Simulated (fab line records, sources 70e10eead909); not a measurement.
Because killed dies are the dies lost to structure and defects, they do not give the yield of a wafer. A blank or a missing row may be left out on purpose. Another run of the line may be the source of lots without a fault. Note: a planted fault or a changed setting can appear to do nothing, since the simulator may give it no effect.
Chamber matching || flow nand-harc || NHARC_P_BONDPAD_ETCH_24 on rie-diel-13 has 4 sister chambers
The step etches the open film in CF4/N2, target depth 30 nm, time 72.99 s. 4 wafers are shown with their chamber, then 7 later ones without.

WAFERS, EACH WITH ITS CHAMBER
{"wafer": "L515.3", "chamber": 1, "drypump-motor-current-A (A)": 6.3}
{"wafer": "L515.4", "chamber": 2, "drypump-motor-current-A (A)": 6.5}
{"wafer": "L516.3", "chamber": 0, "drypump-motor-current-A (A)": 6.0}
{"wafer": "L516.5", "chamber": 3, "drypump-motor-current-A (A)": 5.9}

WAFERS WHOSE CHAMBER IS MISSING
{"wafer": "L516.6", "drypump-motor-current-A (A)": 6.0}
{"wafer": "L518.4", "drypump-motor-current-A (A)": 6.3}
{"wafer": "L518.5", "drypump-motor-current-A (A)": 6.2}
{"wafer": "L518.6", "drypump-motor-current-A (A)": 6.0}
{"wafer": "L525.6", "drypump-motor-current-A (A)": 5.9}
{"wafer": "L528.3", "drypump-motor-current-A (A)": 6.5}
{"wafer": "L528.5", "drypump-motor-current-A (A)": 6.3}

THE CHAMBER EACH PASSED THROUGH
{"wafer": "L516.6", "from the rows above": 0, "in truth": 0}
{"wafer": "L518.4", "from the rows above": 1, "in truth": 1}
{"wafer": "L518.5", "from the rows above": 1, "in truth": 1}
{"wafer": "L518.6", "from the rows above": 0, "in truth": 0}
{"wafer": "L525.6", "from the rows above": 3, "in truth": 3}
{"wafer": "L528.3", "from the rows above": 2, "in truth": 2}
{"wafer": "L528.5", "from the rows above": 1, "in truth": 1}
Placed correctly: 7 of 7. Number that these rows cannot place: 0. Wrongly placed: 0.
How it was worked out, from the rows above alone: a wafer's distance from a chamber is the root of the sum, over the readings, of the square of ((its reading less the chamber's mean) divided by the reading's scatter). If the next closest chamber is less than 2 further off than the closest, the wafer can't be placed; otherwise it belongs to the closest. For every chamber, the mean is computed from those of its wafers that are shown. The scatter (one wafer shown for each chamber): square how far every hidden wafer sits from the nearest shown wafer, average those squares and take the square root.
